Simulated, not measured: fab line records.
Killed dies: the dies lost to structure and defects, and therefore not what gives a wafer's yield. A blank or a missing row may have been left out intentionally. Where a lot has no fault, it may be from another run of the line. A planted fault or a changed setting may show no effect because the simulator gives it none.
Split-lot study | flow n5Finfet | route with 1938 steps; 7 lots, 39 wafers read

## ON THE SPLIT
At N5_HKMG_FIN_ALD_79 (deposits TiN, target thk 1.5 nm, pulse time 1 s, purge time 3 s), the setting aldCycles was moved away from the recipe's 68 on 15 of the 39 wafers read, by -16.2% to +14.7%. All remaining wafers had this setting at the recipe value.

## FROM THE SPLIT TO THE READING: what the file shows between them, 3 steps
- N5_HKMG_FIN_CVD_62: deposits a-Si from Si2H6, target thk 3 nm, time 20.8 s
- N5_HKMG_FIN_RTA_80: time 2 s
- N5_HKMG_FIN_PRECLEAN_64: cleans in dHF, time 30 s

## THE READING
TiN_of_HKMG_FIN_ALD_79.thkNm (the simulator's own value, which no gauge read), in nm, at N5_HKMG_FIN_WET_ETCH_65 (etches a-Si in TMAH, stops on TiN, time 49 s, target depth 3 nm). The file does not state a usual value for it. Across the 24 wafers here that went through the recipe, the average is 1.2 nm and the standard deviation 0.075 nm.

wafer  | tool, chamber at the split | aldCycles as run | against the recipe | TiN_of_HKMG_FIN_ALD_79.thkNm, nm | against lot-mates on the recipe
L078.1 | aldMetal-03, 0             | 68               | recipe             | 1.2                              | -
L078.4 | aldMetal-03, 3,1           | 68               | recipe             | 1.2                              | -
L078.2 | aldMetal-03, 1,2,2         | 58               | -14.7%             | 1                                | -0.3
L078.3 | aldMetal-03, 1,2,2         | 58               | -14.7%             | 1                                | -0.3
L078.5 | aldMetal-03, 1,2,2         | 58               | -14.7%             | 1                                | -0.3
L078.6 | aldMetal-03, 3,1           | 68               | recipe             | 1.4                              | -
L081.1 | aldMetal-03, 2,3,2         | 68               | recipe             | 1.2                              | -
L081.4 | aldMetal-03, 2,3,2         | 68               | recipe             | 1.2                              | -
L081.5 | aldMetal-03, 2,3,2         | 68               | recipe             | 1.2                              | -
L081.2 | aldMetal-03, 0             | 78               | +14.7%             | 1.4                              | +0.2
L081.3 | aldMetal-03, 1             | 78               | +14.7%             | 1.6                              | +0.4
L081.6 | aldMetal-03, 1             | 78               | +14.7%             | 1.6                              | +0.4
L086.1 | aldMetal-04, 2,1,1         | 57               | -16.2%             | 1                                | -0.3
L086.3 | aldMetal-04, 2,1,1         | 57               | -16.2%             | 1                                | -0.3
L086.6 | aldMetal-04, 2,1,1         | 57               | -16.2%             | 1                                | -0.3
L086.2 | aldMetal-04, 3,2,3         | 68               | recipe             | 1.2                              | -
L086.4 | aldMetal-04, 3,2,3         | 68               | recipe             | 1.4                              | -
L086.5 | aldMetal-04, 3,2,3         | 68               | recipe             | 1.4                              | -
L089.1 | aldMetal-01, 1             | 68               | recipe             | 1.2                              | -
L089.2 | aldMetal-01, 3,0           | 68               | recipe             | 1.2                              | -
L089.5 | aldMetal-01, 3,0           | 68               | recipe             | 1.2                              | -
L089.3 | aldMetal-01, 2,0,3         | 58               | -14.7%             | 1                                | -0.2
L089.4 | aldMetal-01, 2,0,3         | 58               | -14.7%             | 1                                | -0.2
L089.6 | aldMetal-01, 2,0,3         | 58               | -14.7%             | 1                                | -0.2
L088.1 | aldMetal-03, 1,0           | 68               | recipe             | 1.2                              | -
L088.3 | aldMetal-03, 1,0           | 68               | recipe             | 1.2                              | -
L088.4 | aldMetal-03, 1             | 68               | recipe             | 1.2                              | -
L093.1 | aldMetal-03, 0,1,2,1,0     | 68               | recipe             | 1.2                              | -
L093.2 | aldMetal-03, 2             | 68               | recipe             | 1.2                              | -
L093.3 | aldMetal-03, 0,1,2,1,0     | 68               | recipe             | 1.2                              | -
L093.4 | aldMetal-03, 0,1,2,1,0     | 68               | recipe             | 1.2                              | -
L093.5 | aldMetal-03, 0,1,2,1,0     | 68               | recipe             | 1.2                              | -
L093.6 | aldMetal-03, 0,1,2,1,0     | 68               | recipe             | 1.2                              | -
L097.1 | aldMetal-01, 3,2,3         | 78               | +14.7%             | 1.6                              | +0.3
L097.4 | aldMetal-01, 3,2,3         | 78               | +14.7%             | 1.6                              | +0.3
L097.6 | aldMetal-01, 3,2,3         | 78               | +14.7%             | 1.6                              | +0.3
L097.2 | aldMetal-01, 1,2,1         | 68               | recipe             | 1.2                              | -
L097.3 | aldMetal-01, 1,2,1         | 68               | recipe             | 1.2                              | -
L097.5 | aldMetal-01, 1,2,1         | 68               | recipe             | 1.4                              | -
When a row names more than one chamber, that row covers several wafers, and the file does not tell which wafer ran in which chamber.

FIT RESULTS
A straight line over all 39 wafers: TiN_of_HKMG_FIN_ALD_79.thkNm changes by +0.0184 nm for each +1% of aldCycles; r = +0.92; the points scatter about the line by 0.073 nm.
The same after taking each lot's own level away (the mean of its wafers on the recipe; 39 wafers): +0.0198 nm for each +1%; r = +0.95; scatter 0.061 nm.
On that fit, the largest move of aldCycles shifts the reading by 0.32 nm.
From 1.20 to 1.33 nm: that is the span of the lots' own levels, equal to 1.8 times the standard deviation above.
Consequently the slope shifts little with the lot-to-lot level, the two slopes agreeing.
Check: -0.303 nm against its lot-mates is what the line predicts for one of the wafers moved furthest among these (-16.2%) when that wafer is left out of the fit. Against them it came out at -0.333 nm.

## OTHER SPLITS ON THESE WAFERS
Before the reading, these wafers also passed through other splits. Each is held against what the fit with the lots' levels taken away leaves over:
other split on the same wafers | wafers away from the commonest value | r with TiN_of_HKMG_FIN_ALD_79.thkNm (lot level and that fit taken away)
N5_FIN_CUT_ETCH_21 timeS       | 15                                   | +0.25
N5_DUMMY_GATE_ETCH_32 timeS    | 12                                   | -0.18
N5_SD_EPI_N_EPI_21 tempC       | 15                                   | -0.27

## THE WHOLE CHAIN: every reading that the file lists as answering this split, in the file's order
step                    | what it does                                                    | reading                                                                       | change (the file's fit)                | r (the file's)
N5_HKMG_FIN_ALD_79      | deposits TiN, target thk 1.5 nm, pulse time 1 s, purge time 3 s | TiN_of_HKMG_FIN_ALD_79.thkNm (the simulator's own value, which no gauge read) | +0.0205 nm for each +1% of the setting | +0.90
N5_HKMG_FIN_WET_ETCH_65 | etches a-Si in TMAH, stops on TiN, time 49 s, target depth 3 nm | TiN_of_HKMG_FIN_ALD_79.thkNm (the simulator's own value, which no gauge read) | +0.0196 nm for each +1% of the setting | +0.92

## THE FILE'S OWN FIT
TiN_of_HKMG_FIN_ALD_79.thkNm changes by +0.0196 nm for each +1% of aldCycles, r = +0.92.
